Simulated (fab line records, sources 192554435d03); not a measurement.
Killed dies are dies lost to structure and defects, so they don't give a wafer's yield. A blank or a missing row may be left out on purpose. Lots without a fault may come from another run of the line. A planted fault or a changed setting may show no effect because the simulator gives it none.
Chamber matching | flow n5_finfet | N5_BEOL_M13_ETCH_68 on rie_diel-06: 4 sister chambers
The step etches SOC in N2/H2, time 355 s. 4 wafers are shown with their chamber, then 12 later ones without.

WAFERS WITH THEIR CHAMBER
wafer  | chamber | drypump_motor_current_A (A)
L085.2 | 1       | 5.6
L087.4 | 0       | 5.2
L087.5 | 2       | 6.5
L087.6 | 3       | 5.5

WAFERS WITHOUT THEIR CHAMBER
wafer  | drypump_motor_current_A (A)
L091.1 | 5.2
L091.3 | 5.6
L091.6 | 6.4
L094.1 | 5.2
L094.2 | 5.6
L094.3 | 6.5
L094.4 | 6.5
L094.5 | 5.6
L094.6 | 5.2
L097.1 | 5.6
L097.2 | 6.5
L097.5 | 5.2

WHICH CHAMBER EACH WENT THROUGH
wafer  | from the rows above | in truth
L091.1 | 0                   | 0
L091.3 | 1                   | 1
L091.6 | 2                   | 2
L094.1 | 0                   | 0
L094.2 | 1                   | 1
L094.3 | 2                   | 2
L094.4 | 2                   | 2
L094.5 | 1                   | 1
L094.6 | 0                   | 0
L097.1 | 1                   | 1
L097.2 | 2                   | 2
L097.5 | 0                   | 0
Placed correctly: 12 of 12. Can't be placed from these rows: 0. Placed wrongly: 0.
How it was worked out, from the rows above alone: a wafer's distance from a chamber is the root of the sum, over the readings, of the square of ((its reading less the chamber's mean) divided by the reading's scatter). The wafer belongs to the nearest chamber; if the next one is less than 2 further off, it can't be placed. A chamber's mean is the mean of its shown wafers. The scatter: with one shown wafer a chamber, the root of the mean of the squares of how far each hidden wafer lies from its nearest shown one.
